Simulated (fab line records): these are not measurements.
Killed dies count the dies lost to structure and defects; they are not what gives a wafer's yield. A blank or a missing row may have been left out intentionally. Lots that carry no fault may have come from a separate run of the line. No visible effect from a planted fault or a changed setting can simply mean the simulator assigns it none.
Chamber matching	flow nand-harc	NHARC_P_BONDPAD_DESCUM_11 on rie-diel-04 has 4 sister chambers
The step chemistry O2, time 3 s. 24 wafers are shown with their chamber, then 12 later ones without.

== WAFERS, EACH WITH ITS CHAMBER ==
wafer	chamber	showerhead-plenum-p-Torr (Torr)	drypump-motor-current-A (A)	oes-product-au (a.u.)
L074.1	3	2.00	5.1	1.010
L074.2	2	2.02	5.7	1.003
L074.5	2	2.02	5.7	0.997
L075.4	3	2.00	5.1	1.015
L075.5	2	2.02	5.7	0.998
L075.6	3	2.00	5.1	1.015
L076.3	3	2.00	5.1	1.017
L076.4	2	2.02	5.7	0.998
L076.6	0	1.83	5.3	1.001
L077.1	0	1.83	5.3	1.003
L077.4	1	1.82	6.0	1.008
L077.5	2	2.02	5.7	1.002
L078.4	2	2.02	5.7	0.991
L078.5	3	2.00	5.2	1.012
L078.6	0	1.83	5.3	1.005
L081.2	1	1.81	6.0	0.993
L081.3	3	2.00	5.2	1.003
L081.6	2	2.02	5.7	1.001
L082.1	3	2.00	5.1	1.009
L082.3	1	1.81	5.9	1.001
L082.5	3	2.00	5.1	1.012
L085.1	1	1.81	5.9	0.997
L085.2	2	2.02	5.7	1.012
L085.4	0	1.83	5.3	1.002

SIGNATURES (averages over the wafers above)
reading	chamber 0	chamber 1	chamber 2	chamber 3	scatter within a chamber
showerhead-plenum-p-Torr	1.8300	1.8125	2.0200	2.0000	0.00194
drypump-motor-current-A	5.300	5.950	5.700	5.125	0.0354
oes-product-au	1.00275	0.99975	1.00025	1.01162	0.00511
Rule: distance of a wafer from a chamber = root of the sum over the readings of ((wafer's reading minus chamber's mean) / reading's scatter) squared. If the next closest chamber is less than 2 further off than the closest, the wafer can't be placed; otherwise it belongs to the closest. The scatter: take each reading less its chamber's mean, square it, sum over the shown wafers, divide by the number of wafers less the number of chambers, and take the root.

== WAFERS MISSING THEIR CHAMBER ==
wafer	showerhead-plenum-p-Torr (Torr)	drypump-motor-current-A (A)	oes-product-au (a.u.)
L086.1	2.02	5.7	0.995
L086.5	2.02	5.7	1.000
L086.6	2.00	5.1	0.998
L087.1	2.00	5.1	0.997
L087.5	1.81	5.9	0.995
L087.6	1.83	5.3	1.001
L088.3	1.83	5.2	1.000
L088.5	1.82	6.0	0.992
L088.6	1.83	5.2	0.990
L091.2	1.83	5.3	0.995
L091.4	2.00	5.1	1.003
L091.5	2.02	5.6	1.007

== WHICH CHAMBER EACH ONE RAN IN ==
wafer	from the rows above	in truth
L086.1	2	2
L086.5	2	2
L086.6	3	3
L087.1	3	3
L087.5	1	1
L087.6	0	0
L088.3	0	0
L088.5	1	1
L088.6	0	0
L091.2	0	0
L091.4	3	3
L091.5	2	2
12 of 12 placed correctly. Can't be placed from these rows: 0. Number placed wrongly: 0.
